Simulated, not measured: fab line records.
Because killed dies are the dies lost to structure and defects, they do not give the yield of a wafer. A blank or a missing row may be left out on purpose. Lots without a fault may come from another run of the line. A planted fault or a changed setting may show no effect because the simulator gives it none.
A struck lot beside a sound one | flow nand-harc | 39 out of 1302 route steps
Sound: these wafers, L257.1, L257.2, L257.4. Wafers L268.1, L268.4, L268.5 were the ones struck. The cause is given at the end.
At each step with rows: each side's tool, then ch and its chambers, then its first start. Under that, the readings that differ: sound wafers | struck wafers | difference of the means | sigmas: that difference in standard deviations of wafers without a fault.
alike: words and numbers the same on both sides, and readings whose means are apart by under 2 such deviations; not compared: readings that were withheld, readings missing a value for some wafer, numbers with overlapping values and no deviation given by the record, and bounds like >300 which may hide the same value.
Wherever a step has rows on one side only, a row that says differs or no value, or a row with sigmas, the two part there. When numbers do not overlap yet have no deviation, they are printed without sigmas and do not part them. A reading missing from all wafers of one side parts the sides only when that side holds two or more wafers.

NHARC_A_CHANNEL_FILL_D1_CMP_10: polishes, target thk 150 nm.
  sound on cmp-04 ch 0,1,3, day 13 09:47; struck on cmp-01 ch 1,2, day 17 23:23
  alike: motor-current-A, slurry-flow-ml-min, time-to-endpoint-s
then, 1 step without rows for these wafers: NHARC_A_CHANNEL_FILL_D1_SRD_12.
NHARC_A_CHANNEL_FILL_D1_INSPECT_13:
  struck on defect-inspect-02, day 17 23:48; sound on defect-inspect-02, day 13 10:12
  alike: raw-defect-count
NHARC_A_DECK1_JOINT_ETCHBACK_07: etches the open film in HBr, target depth 105 nm, time 26.9 s.
  sound on rie-si-05 ch 0,1,3, day 13 10:16; struck on rie-si-03 ch 0,1, day 17 23:52
  alike: drypump-motor-current-A, oes-product-au, throttle-valve-pct
  not compared: rf-hours-counter-h
then, 6 steps without rows for these wafers: NHARC_A_DECK1_JOINT_ETCH_25 (etches SiO2 in dHF, target depth 0.5 nm); NHARC_A_DECK1_JOINT_ETCH_19 (etches poly-Si in TMAH, target depth 3 nm); NHARC_A_DECK1_JOINT_ETCH_18 (etches SiO2 in dHF, target depth 3 nm); NHARC_A_DECK1_JOINT_WET_08 (chemistry H3PO4, time 86 s); NHARC_A_DECK1_JOINT_ETCH_09 (etches SiO2 in dHF, target depth 5 nm); NHARC_A_DECK1_JOINT_WET_10 (chemistry H3PO4, time 86 s).
NHARC_A_DECK1_JOINT_ETCH_11: etches SiO2 in dHF, target depth 35 nm.
  sound on wet-bench-06 ch 3,5,6, day 13 15:02; struck on wet-bench-06 ch 3,4,6, day 18 04:43
then, 2 steps without rows for these wafers: NHARC_A_DECK1_JOINT_CVD_12 (deposits poly-Si, target thk 90 nm, time 1800 s); NHARC_A_DECK1_JOINT_CMP_13 (polishes, target thk 51.023 nm).
NHARC_A_DECK1_JOINT_THK_MEAS_14: measures by ellipsometry.
  struck on film-metro-01, day 18 10:26; sound on film-metro-02, day 13 20:47
  alike: thk-nm
then, 1 step without rows for these wafers: NHARC_A_DECK1_JOINT_SRD_04.
NHARC_A_DECK1_JOINT_ETCHBACK_00: etches the open film in HBr, target depth 30 nm, time 17.4 s.
  sound on rie-si-06 ch 0,1,2, day 13 20:55; struck on rie-si-06 ch 0,2,3, day 18 10:34
  alike: drypump-motor-current-A, oes-product-au, throttle-valve-pct
  not compared: rf-hours-counter-h
then, 8 steps without rows for these wafers: NHARC_A_DECK1_JOINT_PRECLEAN_30 (cleans in SC1); NHARC_A_DECK1_JOINT_SRD_31; NHARC_A_DECK1_JOINT_CVD_34 (deposits SiNx, target thk 20 nm); NHARC_A_DECK1_JOINT_DEP_06 (deposits SiOx, target thk 80 nm); NHARC_A_DECK1_JOINT_CURE_26 (time 32 s); NHARC_A_DECK1_JOINT_ANNEAL_27 (time 3600 s); NHARC_A_DECK1_JOINT_ANNEAL_28 (time 1800 s); NHARC_A_DECK1_JOINT_ANNEAL_29 (time 1800 s).
NHARC_A_DECK1_JOINT_CMP_02: polishes SiOx.
  sound on cmp-01 ch 0,1,2, day 14 19:14; struck on cmp-04 ch 1,2,3, day 19 09:38
  alike: motor-current-A, slurry-flow-ml-min
then, 1 step without rows for these wafers: NHARC_A_DECK1_JOINT_SRD_15.
NHARC_A_DECK1_JOINT_DEP_16: deposits SiO2, target thk 45 nm.
  sound on pecvd-02 ch 0,1,2, day 14 19:38; struck on pecvd-04 ch 0,2, day 19 10:04
  alike: heater-power-w, throttle-valve-pct
NHARC_A_DECK1_JOINT_THK_MEAS_17: measures by ellipsometry.
  struck on film-metro-02, day 19 10:19; sound on film-metro-01, day 14 19:53
  alike: thk-nm
then, 1 step without rows for these wafers: NHARC_A_ONON_D2_DEP_00 (target thk 1000 nm).
NHARC_A_ONON_D2_THK_MEAS_02: measures by ellipsometry.
  struck on film-metro-01, day 19 10:55; sound on film-metro-01, day 14 20:30
  alike: thk-nm
then, 1 step without rows for these wafers: NHARC_A_ONON_D2_DEP_03 (target thk 1000 nm).
NHARC_A_ONON_D2_THK_MEAS_05: measures by ellipsometry.
  struck on film-metro-02, day 19 11:29; sound on film-metro-01, day 14 21:04
  reading     | sound          | struck      | difference | sigmas
  thk-nm (nm) | 1026 1026 1027 | 994 995 995 | -32        | -3
then, 1 step without rows for these wafers: NHARC_A_ONON_D2_DEP_06 (target thk 1000 nm).
NHARC_A_ONON_D2_THK_MEAS_08: measures by ellipsometry.
  struck on film-metro-02, day 19 12:04; sound on film-metro-01, day 14 21:38
  reading     | sound       | struck      | difference | sigmas
  thk-nm (nm) | 979 981 979 | 997 999 998 | +18        | +2
then, 1 step without rows for these wafers: NHARC_A_ONON_D2_DEP_09 (target thk 1000 nm).
NHARC_A_ONON_D2_THK_MEAS_11: measures by ellipsometry.
  struck on film-metro-01, day 19 12:38; sound on film-metro-01, day 14 22:13
  alike: thk-nm
then, 1 step without rows for these wafers: NHARC_A_ONON_D2_DEP_12 (target thk 1000 nm).
NHARC_A_ONON_D2_THK_MEAS_14: measures by ellipsometry.
  struck on film-metro-02, day 19 13:13; sound on film-metro-01, day 14 22:46
  alike: thk-nm
-- the record jumps here: 11 days lie between the struck wafers' starts before and after (it left off in module A_ONON_D2 and takes up again in module END, whose first step shown is number 1302 of the route) --
NHARC_END_SORT_01:
  the record has rows for the struck wafers here (prober-02 ch 0, day 30 22:38) and none for the sound ones

WHERE THEY PART
Last at NHARC_END_SORT_01 as far as this record goes, first at NHARC_A_ONON_D2_THK_MEAS_05.

WHY: the cause the simulator had injected
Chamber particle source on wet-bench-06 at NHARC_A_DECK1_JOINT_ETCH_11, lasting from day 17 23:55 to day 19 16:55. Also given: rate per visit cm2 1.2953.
